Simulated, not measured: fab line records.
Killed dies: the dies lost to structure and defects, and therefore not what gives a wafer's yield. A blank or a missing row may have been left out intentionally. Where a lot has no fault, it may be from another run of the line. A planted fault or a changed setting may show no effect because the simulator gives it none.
A lot that was struck, set against a sound lot -- flow n5-finfet -- 37 out of 1938 route steps
Sound: the wafers L124.2, L124.4, L124.5. Struck: wafers L120.1, L120.2, L120.5. Last of all comes the cause.
For every step that has rows: the tool of each side, followed by ch and its chambers, followed by its first start. Under that, the readings that differ: sound wafers -- struck wafers -- difference of the means -- sigmas: that difference in standard deviations of wafers without a fault.
alike: a reading whose means differ by less than 2 such deviations, as well as words and numbers matching on both sides. not compared: withheld readings; readings where some wafer has no value; bounds like >300 that might hide an equal value; numbers whose values overlap and for which the record gives no deviation.
The two part at a step that has a row with sigmas, a row that says differs or no value, or rows on one side only. When numbers do not overlap yet have no deviation, they are printed without sigmas and do not part them. A reading that every wafer of one side lacks parts them only if that side has two wafers or more.

first, 9 steps without rows for these wafers: N5_BEOL_M1_ILD_DEP_00 (deposits SiOC from DEMS/O2, target thk 79 nm, time 15.3 s); N5_BEOL_M1_PECVD_72 (deposits SiO2 from TEOS/O2, target thk 16 nm, time 18 s); N5_BEOL_M1_HM_DEP_02 (deposits TiN, target thk 20 nm); N5_BEOL_M1_COAT_61 (time 60 s, resist thk 60 nm); N5_BEOL_M1_COAT_62 (time 60 s, resist thk 12 nm); N5_BEOL_M1_COAT_73 (time 60 s, resist thk 5 nm); N5_BEOL_M1_COAT_05 (resist thk 30 nm); N5_BEOL_M1_EBR_07; N5_BEOL_M1_SOFTBAKE_06 (time 60 s).
N5_BEOL_M1_EXPOSE_08: exposes mask M1.
  sound on euv-scanner-01 ch 0, day 10 10:32; struck on euv-scanner-02 ch 0, day 9 12:35
reading,sound,struck,difference,sigmas
exposure-dose-mJ-cm2,32.85 32.88 32.86,35.31 35.32 35.28,+2.44,+39
  alike: mask
then, 2 steps without rows for these wafers: N5_BEOL_M1_PEB_09 (peb time 60 s); N5_BEOL_M1_DEVELOP_10 (develop time 30 s).
N5_BEOL_M1_CD_MEAS_11 targets a cd of 17.05 nm.
  sound on cd-sem-02 ch 0, day 10 10:39; struck on cd-sem-02 ch 0, day 9 12:43
reading,sound,struck,difference,sigmas
cd-nm (nm),17.04 16.87 17.12,18.12 18.54 18.31,+1.31,+6
then, 1 step without rows for these wafers: N5_BEOL_M1_DESCUM_16 (chemistry O2, time 7 s).
N5_BEOL_M1_ETCH_74: etches underlayer in N2/H2, target depth 6.5 nm, time 5.2 s.
  sound on rie-diel-03 ch 1,3, day 10 10:58; struck on rie-diel-06 ch 0,2, day 9 12:53
reading,sound,struck,difference,sigmas
model.BEOL_M1.cd-offset-nm (nm),-0.2 -0.2 0,1 1.2 1.2,+1,
  alike: drypump-motor-current-A, etch-rf-on-time-s, oes-product-au, rf-vpp-V, showerhead-plenum-p-Torr, throttle-valve-pct
  not compared: rf-hours-counter-h
then, 5 steps without rows for these wafers: N5_BEOL_M1_ETCH_63 (etches SiARC in CF4, target depth 15.6 nm, time 26 s); N5_BEOL_M1_ETCH_64 (etches SOC in N2/H2, target depth 75 nm, overetch 15 nm, time 112.5 s); N5_BEOL_M1_STRIP_65 (strips in N2/H2); N5_BEOL_M1_STRIP_75 (strips in N2/H2); N5_BEOL_M1_STRIP_66 (strips in CF4).
N5_BEOL_M1_HM_OPEN_17: chemistry Cl2/BCl3, target TiN, target depth 20 nm, overetch 6 nm.
  sound on rie-metal-01 ch 0,1, day 10 11:11; struck on rie-metal-01 ch 0,1, day 9 13:05
reading,sound,struck,difference,sigmas
model.BEOL_M1.cd-offset-nm (nm),-0.2 -0.2 -0.2,1.2 1.2 1.4,+1.5,
  alike: drypump-motor-current-A, oes-product-au, throttle-valve-pct
  not compared: rf-hours-counter-h
then, 1 step without rows for these wafers: N5_BEOL_M1_STRIP_19 (strips in O2).
N5_BEOL_M1_CD_MEAS_18: pitch 36 nm, target cd 18 nm.
  sound on cd-sem-02 at day 10 11:23; struck on cd-sem-01 at day 9 13:16
reading,sound,struck,difference,sigmas
cd-nm (nm),17.70 18.05 17.81,19.05 19.08 19.55,+1.37,+5
then, 11 steps without rows for these wafers: N5_BEOL_M1_COAT_67 (time 60 s, resist thk 60 nm); N5_BEOL_M1_COAT_68 (time 60 s, resist thk 12 nm); N5_BEOL_M1_COAT_76 (time 60 s, resist thk 5 nm); N5_BEOL_M1_COAT_22 (resist thk 30 nm); N5_BEOL_M1_EBR_24; N5_BEOL_M1_SOFTBAKE_23 (time 60 s); N5_BEOL_M1_EXPOSE_25 (exposes mask V0, defocus 5 nm, target cd 24 nm); N5_BEOL_M1_PEB_26 (peb time 60 s); N5_BEOL_M1_DEVELOP_27 (develop time 30 s); N5_BEOL_M1_DESCUM_33 (chemistry O2, time 7 s); N5_BEOL_M1_ETCH_77 (etches underlayer in N2/H2, target depth 6.5 nm, time 5.2 s).
N5_BEOL_M1_CD_MEAS_35: target cd 18 nm, target cd y 21 nm.
  sound on cd-sem-03 at day 10 14:11; struck on cd-sem-03 at day 9 14:38
reading,sound,struck,difference,sigmas
cd-nm (nm),18.0 17.9 17.4,19.4 19.2 19.2,+1.5,+5
N5_BEOL_M4_RC_MEAS_101:
  the record has rows for the sound wafers here (prober-02 ch 0, day 12 04:51) and none for the struck ones
-- the record jumps here: 6 days lie between the struck wafers' starts before and after (it left off in module BEOL_M4 and takes up again in module PASSIVATION, whose first step shown is number 1936 of the route) --
N5_PASSIVATION_PROBE_49:
  only the struck wafers here have rows in the record (prober-02, day 15 05:38); the sound ones have none

== WHERE THEY PART ==
First at N5_BEOL_M1_EXPOSE_08; last, within this record, at N5_PASSIVATION_PROBE_49.

WHY: the cause the simulator had injected
Process parameter drift: euv-scanner-02, from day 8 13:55 on, at N5_BEOL_M1_EXPOSE_08. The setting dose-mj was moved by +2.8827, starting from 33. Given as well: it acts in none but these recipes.
